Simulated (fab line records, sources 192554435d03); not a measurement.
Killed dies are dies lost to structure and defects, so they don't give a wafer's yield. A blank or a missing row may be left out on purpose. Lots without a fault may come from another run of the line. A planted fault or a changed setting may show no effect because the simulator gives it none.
fab line records | flow n5_finfet
record lots=6 wafers=18 last_day=18
route steps=1938 shown BEOL_M9@1449 PASSIVATION@1936
lots that met no fault: from a run of the same line without faults
start_h: hours from the record's first day to the start of the lot's first wafer shown | wait_h: hours since the lot's step before | " the same as in the row above | L1.1+2: a row that stands for several wafers | - no value, or no start given | * or withheld: withheld | < > ~ a bound
route shown NAME@n: a module of which the file shows steps, and the number in the route of the first | usual: mean/standard deviation of fault-free wafers | same: alike in all rows | chamber/n: place in a boat | sites: the reading at each site | _std_site: their standard deviation | _edge_site: outer sites' mean less inner sites' | radius_mm: how far each site lies from the wafer's centre | mask NAME#n: copy n | behind: the tool/chamber that last shaped the wafer | hold: why the lot was held/for how many hours/how that ended | device: the transistor (n, p or np) that didn't switch | end of line: the same wafers' tests at the end of the route | a step without rows: its recipe alone | killed: dies lost to structure and defects at the first sort, not the wafer's yield | map: a wafer's dies, x killed, . not, _ none there
set.NAME: the setting as run; set.NAME@STEP: as run at that earlier step | model.NAME: the simulator's own value behind a step, which no gauge read
lots at some steps of the route; a table a step, a row a wafer
services: from which hour (start_h, from the record's first day; less than 0 if before it) a tool's chamber was out of use, for how many hours, and why
## steps
# step N5_BEOL_M9_OCD_MEAS_38
# usual trench_depth_nm=150.9/2.9
# columns lot.wafer tool chamber start_h wait_h trench_depth_nm
L831.1 ocd-02 - 220.48 - 152.8
L831.4 " - " " 152.0
L831.5 " - " " 150.1
L836.1 ocd-02 - 262.66 - 154.4
L836.4 " - " " 154.5
L836.5 " - " " 149.5
L844.2 ocd-02 - 306.07 - 151.1
L844.3 " - " " 150.4
L844.6 " - " " 151.5
L846.1 ocd-01 - 306.27 - 148.9
L846.2 " - " " 151.1
L846.3 " - " " 156.4
L845.1 ocd-02 - 306.60 - 149.9
L845.3 " - " " 151.0
L845.4 " - " " 147.3
L854.2 ocd-02 - 365.90 - 148.5
L854.4 " - " " 148.6
L854.6 " - " " 151.5
# step N5_BEOL_M9_HM_STRIP_39
# recipe chemistry=peroxide_tin_strip material=TiN target_depth_a=250 temp_c=50 time_s=158
# step N5_BEOL_M9_SRD_40
# recipe time_s=30 temp_c=23 rinse_liquid=diw dry=ipa_marangoni
# step N5_BEOL_M9_PRECLEAN_42
# recipe chemistry=residue_remover time_s=60 temp_c=40
# step N5_BEOL_M9_SRD_43
# recipe time_s=30 temp_c=23 rinse_liquid=diw dry=ipa_marangoni
# step N5_BEOL_M9_CD_MEAS_35
# recipe target_cd_nm=70 target_cd_y_nm=40 polarity=opening
# usual cd_nm=69.8/0.53
# columns lot.wafer tool chamber start_h wait_h cd_nm
L831.1 cd_sem-01 - 220.63 0.0 69.9
L831.4 " - " " 70.1
L831.5 " - " " 68.8
L836.1 cd_sem-03 - 262.82 0.0 70.2
L836.4 " - " " 70.1
L836.5 " - " " 70.3
L844.2 cd_sem-02 - 306.23 0.0 69.6
L844.3 " - " " 69.0
L844.6 " - " " 69.8
L846.1 cd_sem-01 - 306.44 0.0 69.7
L846.2 " - " " 69.4
L846.3 " - " " 70.0
L845.1 cd_sem-03 - 306.76 0.0 69.4
L845.3 " - " " 69.5
L845.4 " - " " 69.5
L854.2 cd_sem-01 - 366.05 0.0 69.1
L854.4 " - " " 70.0
L854.6 " - " " 69.9
# step N5_BEOL_M9_CURE_72
# recipe temp_c=370 time_s=120 ambient=DMADMS/He material=SiCOH_lowk
# usual lamp_power_pct=52.31/0.057 wafer_temp_C_max=372.0/0.66
# columns lot.wafer tool chamber start_h wait_h lamp_power_pct wafer_temp_C_max
L831.1 uv_cure-01 2 220.68 0.0 52.30 372.7
L831.4 " 2 " " 52.29 373.6
L831.5 " 2 " " 52.28 372.0
L836.1 uv_cure-03 0 263.16 0.3 52.20 372.3
L836.4 " 0 " " 52.38 372.2
L836.5 " 0 " " 52.27 372.3
L844.2 uv_cure-02 1 306.32 0.1 52.20 371.2
L844.3 " 1 " " 52.29 371.2
L844.6 " 1 " " 52.39 371.7
L846.1 uv_cure-01 0 306.57 0.1 52.27 372.3
L846.2 " 0 " " 52.21 371.8
L846.3 " 0 " " 52.31 371.8
L845.1 uv_cure-03 1 306.92 0.2 52.31 371.7
L845.3 " 1 " " 52.35 372.1
L845.4 " 1 " " 52.46 372.2
L854.2 uv_cure-01 1 366.32 0.3 52.40 371.2
L854.4 " 1 " " 52.23 371.4
L854.6 " 1 " " 52.20 371.0
# step N5_BEOL_M9_DEGAS_44
# recipe ambient=vacuum temp_c=250 time_s=60
# usual heater_power_w=338/38
# columns lot.wafer tool chamber start_h wait_h heater_power_w
L831.1 pvd_sputter-03 - 221.15 0.4 357
L831.4 " - " " 374
L831.5 " - " " 379
L836.1 pvd_sputter-02 - 265.32 2.1 317
L836.4 " - " " 316
L836.5 " - " " 325
L844.2 pvd_sputter-03 - 306.77 0.4 357
L844.3 " - " " 343
L844.6 " - " " 347
L846.1 pvd_sputter-03 - 306.95 0.3 353
L846.2 " - " " 369
L846.3 " - " " 344
L845.1 pvd_sputter-01 - 307.26 0.3 377
L845.3 " - " " 396
L845.4 " - " " 358
L854.2 pvd_sputter-01 - 367.09 0.7 354
L854.4 " - " " 282
L854.6 " - " " 373
# step N5_BEOL_M9_PRE_CLEAN_45
# recipe gas=H2/He time_s=30 temp_c=250
# usual heater_power_w=338/39
# columns lot.wafer tool chamber start_h wait_h heater_power_w
L831.1 pvd_sputter-03 - 221.19 0.0 352
L831.4 " - " " 375
L831.5 " - " " 368
L836.1 pvd_sputter-02 - 265.36 0.0 318
L836.4 " - " " 309
L836.5 " - " " 323
L844.2 pvd_sputter-03 - 306.81 0.0 355
L844.3 " - " " 348
L844.6 " - " " 349
L846.1 pvd_sputter-03 - 306.99 0.0 348
L846.2 " - " " 382
L846.3 " - " " 345
L845.1 pvd_sputter-01 - 307.30 0.0 376
L845.3 " - " " 392
L845.4 " - " " 362
L854.2 pvd_sputter-01 - 367.13 0.0 349
L854.4 " - " " 274
L854.6 " - " " 372
# step N5_BEOL_M9_ALD_74
# recipe material=TaN target_thk_a=20 temp_c=275 ald_precursor_family=PDMAT ald_co_reactant=NH3 pressure_torr=3 carrier_flow_sccm=1500 pulse_time_s=2 purge_time_s=3 co_reactant_purge_time_s=2 co_reactant_pulse_time_s=3 ald_cycles=40 precursor_vessel_temp_c=75 precursor_vessel_pressure_torr=26.25 precursor_vessel_carrier_sccm=1000
# usual heater_power_w=403/34 mfc_carrier_sccm=1500/4.6
# same co_reactant_pulse_time_s=3
# columns lot.wafer tool chamber start_h wait_h heater_power_w mfc_carrier_sccm
L831.1 ald_metal-01 1 221.37 0.2 353 1498
L831.4 " 3 " " 377 1497
L831.5 " 1 " " 349 1500
L836.1 ald_metal-01 0 265.51 0.1 427 1493
L836.4 " 2 " " 429 1498
L836.5 " 0 " " 428 1504
L844.2 ald_metal-02 2 306.87 0.0 462 1494
L844.3 " 0 " " 418 1504
L844.6 " 0 " " 419 1506
L846.1 ald_metal-01 1 307.05 0.0 365 1500
L846.2 " 2 " " 423 1500
L846.3 " 3 " " 383 1501
L845.1 ald_metal-01 3 307.36 0.0 382 1499
L845.3 " 2 " " 429 1500
L845.4 " 2 " " 434 1501
L854.2 ald_metal-01 3 367.19 0.0 377 1495
L854.4 " 0 " " 440 1508
L854.6 " 3 " " 377 1498
# step N5_BEOL_M9_SURFACE_TREAT_79
# recipe gas=Ar time_s=* ion_energy_ev=* ion_current_ma_cm2=0.5 pressure_mtorr=* ar_flow_sccm=30
# usual throttle_valve_pct=*
# columns lot.wafer tool chamber start_h wait_h throttle_valve_pct
L831.1 pvd_sputter-03 - 221.73 0.2 *
L831.4 " - " " *
L831.5 " - " " *
L836.1 pvd_sputter-03 - 265.83 0.2 *
L836.4 " - " " *
L836.5 " - " " *
L844.2 pvd_sputter-01 - 307.15 0.2 *
L844.3 " - " " *
L844.6 " - " " *
L846.1 pvd_sputter-02 - 307.36 0.2 *
L846.2 " - " " *
L846.3 " - " " *
L845.1 pvd_sputter-02 - 307.76 0.3 *
L845.3 " - " " *
L845.4 " - " " *
L854.2 pvd_sputter-01 - 367.71 0.4 *
L854.4 " - " " *
L854.6 " - " " *
# step N5_BEOL_M9_CVD_78
# recipe material=Co target_thk_a=20 temp_c=withheld precursor=CCTBA/H2 pressure_torr=30 time_s=138.9
# step N5_BEOL_M9_SPUTTER_48
# recipe material=Cu target_thk_a=120 temp_c=-20 bias_v=60 power_w=26000 chamber_pressure_pa=0.13 time_s=2
# usual bias_v=59.9/0.55 cathode_dc_power_W=26000/4.3 chuck_gas_flow_sccm=1.26/0.051 throttle_valve_pct=29.9/1.2
# columns lot.wafer tool chamber start_h wait_h bias_v cathode_dc_power_W chuck_gas_flow_sccm throttle_valve_pct
L831.1 pvd_sputter-03 - 221.93 0.1 59.3 26002 1.28 30.7
L831.4 " - " " 60.0 25998 1.29 28.9
L831.5 " - " " 59.5 26001 1.25 30.7
L836.1 pvd_sputter-02 - 266.24 0.1 61.0 26006 1.17 31.1
L836.4 " - " " 60.3 25994 1.34 31.2
L836.5 " - " " 59.9 26000 1.30 31.1
L844.2 pvd_sputter-03 - 307.39 0.1 60.1 26007 1.27 29.3
L844.3 " - " " 59.6 26002 1.27 30.6
L844.6 " - " " 59.6 26001 1.28 27.9
L846.1 pvd_sputter-02 - 307.56 0.1 59.8 26001 1.29 31.2
L846.2 " - " " 59.7 26001 1.20 31.3
L846.3 " - " " 58.9 21987 1.30 29.7
L845.1 pvd_sputter-02 - 307.96 0.1 60.2 21979 1.18 29.4
L845.3 " - " " 60.1 25999 1.36 31.0
L845.4 " - " " 60.9 26001 1.26 31.2
L854.2 pvd_sputter-03 - 367.89 0.1 59.9 26006 1.29 29.3
L854.4 " - " " 60.3 26000 1.24 31.0
L854.6 " - " " 59.7 25997 1.34 28.1
# step N5_BEOL_M9_ECD_50
# recipe material=Cu target_thk_a=3180
# step N5_PASSIVATION_PROBE_49
# usual defect_limited_yield=91.3/1.3 killed_at_M0_to_M3=35/9.3 killed_at_M4_up=14/5.2 killed_at_contacts=12/5.9 killed_at_front_end=38/11 killed_at_other=4/3.7 killed_dies=103/15 killed_open=67/12 killed_short=34/8 sort_bin_5_function=5.1/0.88 sort_bin_6_memory=3.3/0.65 sort_n_pass=1077/15 sort_yield_pct=91.3/1.3
# same gross_dies=1180 killed_at_back_side=0 sort_bin_4_leakage[%]=0 sort_bin_8_speed[%]=0
# columns lot.wafer tool chamber start_h wait_h defect_limited_yield[%] killed_at_M0_to_M3 killed_at_M4_up killed_at_contacts killed_at_front_end killed_at_other killed_dies killed_open killed_short sort_bin_5_function[%] sort_bin_6_memory[%] sort_n_pass sort_yield_pct[%]
L831.1 prober-01 - 285.11 0.3 89.5 51 12 22 31 8 124 73 50 5.7 4.3 1056 89.5
L831.4 prober-01 - 285.26 0.4 91.2 43 10 22 25 4 104 75 29 5.0 3.6 1076 91.2
L831.5 prober-01 - 285.31 0.5 90.3 57 4 10 37 7 115 65 47 5.3 3.9 1065 90.3
L836.1 prober-01 - 328.47 0.0 92.4 29 15 8 38 0 90 65 24 4.4 3.1 1090 92.4
L836.4 prober-01 - 328.62 0.2 90.4 41 9 7 48 8 113 71 40 5.8 3.4 1067 90.4
L836.5 prober-01 - 328.67 0.2 92.0 31 9 8 44 2 94 54 39 4.7 2.8 1086 92.0
L845.1 prober-02 - 380.60 0.0 92.6 20 17 9 41 0 87 50 30 4.2 2.6 1093 92.6
L845.3 prober-02 - 380.70 0.1 94.0 30 10 9 16 6 71 48 21 3.6 2.5 1109 94.0
L845.4 prober-02 - 380.75 0.2 90.6 46 24 12 27 2 111 66 44 6.0 3.3 1069 90.6
L844.2 prober-01 - 380.65 0.1 92.8 28 5 2 47 3 85 66 19 3.6 3.4 1095 92.8
L844.3 prober-01 - 380.70 0.1 90.6 41 12 8 48 2 111 75 36 5.5 3.5 1069 90.6
L844.6 prober-01 - 380.85 0.3 89.8 39 13 5 60 3 120 87 33 5.0 4.8 1060 89.8
L846.1 prober-02 - 380.90 0.3 90.6 43 19 7 40 2 111 72 36 5.8 3.4 1069 90.6
L846.2 prober-02 - 380.95 0.4 92.5 33 11 8 35 2 89 60 28 4.2 3.2 1091 92.5
L846.3 prober-02 - 381.00 0.4 92.5 32 18 3 32 4 89 65 20 4.1 3.5 1091 92.5
# killed by level:class
L831.1 BEOL_M0_SAQP:geometric_particle:short=22 MOL_CONTACT_COAG:geometric_particle:open=16 BEOL_M0_SAQP:geometric_particle:open=10 FIN_SAQP:geometric_particle:open=9 MOL_CONTACT_COAG:geometric_particle:short=6 FIN_SAQP:geometric_particle:short=5 DUMMY_GATE:geometric_particle:open=5 BEOL_M2:geometric_particle:open=5
L831.4 MOL_CONTACT_COAG:geometric_particle:open=20 BEOL_M0_SAQP:geometric_particle:open=15 BEOL_M0_SAQP:geometric_particle:short=12 BEOL_M4:geometric_particle:open=8 BEOL_M3:geometric_particle:open=6 GATE_CUT:geometric_particle:short=4 BEOL_M1:geometric_particle:open=4 FIN_SAQP:geometric_particle:open=3
L831.5 BEOL_M0_SAQP:geometric_particle:short=15 BEOL_M0_SAQP:geometric_particle:open=14 STI_FIN_REVEAL:geometric_particle:open=13 MOL_CONTACT_COAG:geometric_particle:open=10 BEOL_M2:geometric_particle:short=8 BEOL_M1:geometric_particle:short=5 BEOL_M1:geometric_particle:open=4 ILD0:geometric_particle:open=3
L836.1 BEOL_M3:geometric_particle:open=11 FIN_SAQP:geometric_particle:open=9 MOL_CONTACT_COAG:geometric_particle:open=7 BEOL_M0_SAQP:geometric_particle:short=7 GATE_CUT:geometric_particle:short=6 BEOL_M0_SAQP:geometric_particle:open=6 GATE_CUT:geometric_particle:open=5 FIN_SAQP:geometric_particle:short=4
L836.4 BEOL_M3:geometric_particle:open=13 FIN_SAQP:geometric_particle:open=7 FIN_SAQP:geometric_particle:short=7 MOL_CONTACT_COAG:geometric_particle:open=7 BEOL_M0_SAQP:geometric_particle:open=7 BEOL_M0_SAQP:geometric_particle:short=6 BEOL_M0:geometric_particle:open=6 STI_FIN_REVEAL:geometric_particle:open=5
L836.5 BEOL_M0_SAQP:geometric_particle:short=10 FIN_SAQP:geometric_particle:short=9 BEOL_M3:geometric_particle:open=8 ILD0:geometric_particle:open=6 MOL_CONTACT_COAG:geometric_particle:open=6 STARTING-WAFER:geometric_particle:short=6 STI_FIN_REVEAL:geometric_particle:open=5 BEOL_M0_SAQP:geometric_particle:open=5
L845.1 STI_FIN_REVEAL:geometric_particle:open=9 BEOL_M0_SAQP:geometric_particle:short=8 MOL_CONTACT_COAG:geometric_particle:open=7 GATE_CUT:geometric_particle:short=6 BEOL_M4:geometric_particle:open=5 HKMG_FIN:area_etch=5 FIN_SAQP:geometric_particle:short=4 FIN_SAQP:geometric_particle:open=4
L844.2 STI_FIN_REVEAL:geometric_particle:open=12 DUMMY_GATE:geometric_particle:open=11 FIN_SAQP:geometric_particle:open=9 BEOL_M3:geometric_particle:open=8 BEOL_M2:geometric_particle:open=6 BEOL_M1:geometric_particle:open=4 ILD0:geometric_particle:open=3 GATE_CUT:geometric_particle:short=3
L844.3 BEOL_M2:geometric_particle:open=13 STI_FIN_REVEAL:geometric_particle:open=11 BEOL_M0_SAQP:geometric_particle:short=11 FIN_SAQP:geometric_particle:open=8 MOL_CONTACT_COAG:geometric_particle:open=7 BEOL_M1:geometric_particle:open=7 FIN_SAQP:geometric_particle:short=6 BEOL_M0_SAQP:geometric_particle:open=6
L845.3 STI_FIN_REVEAL:geometric_particle:open=8 BEOL_M0_SAQP:geometric_particle:short=7 MOL_CONTACT_COAG:geometric_particle:open=6 BEOL_M0_SAQP:geometric_particle:open=6 BEOL_M1:geometric_particle:open=6 BEOL_M2:geometric_particle:open=6 FIN_SAQP:geometric_particle:short=4 BEOL_M5:geometric_particle:open=4
L845.4 BEOL_M0_SAQP:geometric_particle:open=18 BEOL_M0_SAQP:geometric_particle:short=14 FIN_SAQP:geometric_particle:short=7 MOL_CONTACT_COAG:geometric_particle:open=7 BEOL_M4:geometric_particle:open=6 MOL_CONTACT_COAG:geometric_particle:short=5 STI_FIN_REVEAL:geometric_particle:open=4 BEOL_M3:geometric_particle:open=4
L844.6 STI_FIN_REVEAL:geometric_particle:open=21 BEOL_M3:geometric_particle:open=16 BEOL_M2:geometric_particle:open=11 BEOL_M4:geometric_particle:open=8 FIN_SAQP:geometric_particle:short=7 FIN_SAQP:geometric_particle:open=6 DUMMY_GATE:geometric_particle:open=6 MOL_CONTACT_COAG:geometric_particle:open=5
L846.1 STI_FIN_REVEAL:geometric_particle:open=11 BEOL_M3:geometric_particle:open=9 DUMMY_GATE:geometric_particle:open=8 BEOL_M2:geometric_particle:open=8 BEOL_M0_SAQP:geometric_particle:short=7 BEOL_M1:geometric_particle:open=7 FIN_SAQP:geometric_particle:open=6 BEOL_M4:geometric_particle:short=6
L846.2 BEOL_M3:geometric_particle:open=10 STI_FIN_REVEAL:geometric_particle:open=7 MOL_CONTACT_COAG:geometric_particle:open=6 BEOL_M1:geometric_particle:open=6 DUMMY_GATE:geometric_particle:open=5 BEOL_M2:geometric_particle:open=5 FIN_SAQP:geometric_particle:short=4 FIN_SAQP:geometric_particle:open=4
L846.3 BEOL_M3:geometric_particle:open=11 BEOL_M1:geometric_particle:open=8 FIN_SAQP:geometric_particle:short=6 FIN_SAQP:geometric_particle:open=6 DUMMY_GATE:geometric_particle:open=6 STI_FIN_REVEAL:geometric_particle:open=6 BEOL_M5:geometric_particle:open=5 BEOL_M4:geometric_particle:open=4
## services
# columns tool chamber start_h hours kind
ald_metal-02 3 201.15 10.5 repair
uv_cure-02 - 213.58 11.4 repair
uv_cure-03 - 219.99 14.6 pm
uv_cure-01 - 238.22 2.1 pm
pvd_sputter-03 - 254.06 7.5 repair
ald_metal-02 3 261.79 27.9 repair
uv_cure-01 - 262.91 1.0 pm
ald_metal-02 2 266.08 12.8 repair
uv_cure-02 - 282.70 0.8 repair
uv_cure-02 - 290.68 1.0 pm
ald_metal-01 0 296.89 28.7 repair
uv_cure-03 - 338.82 4.3 pm
uv_cure-01 - 343.16 1.2 repair
ald_metal-01 1 349.91 29.8 repair
pvd_sputter-01 - 351.60 5.5 repair
## key
first_sign step=N5_BEOL_M9_SPUTTER_48 reading=cathode_dc_power_W direction=down sigmas=99+ usual=* struck=*
effect none on later readings
met_at N5_BEOL_M9_SPUTTER_48
struck_wafers L845.1,L846.3
fault kind=process_parameter_drift tool=pvd_sputter-02 chamber=- onset_h=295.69 steps=N5_BEOL_M9_SPUTTER_48 channel=power_w offset=* shape=step end_h=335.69 acts_in=* stated=* scope=struck_wafers_only
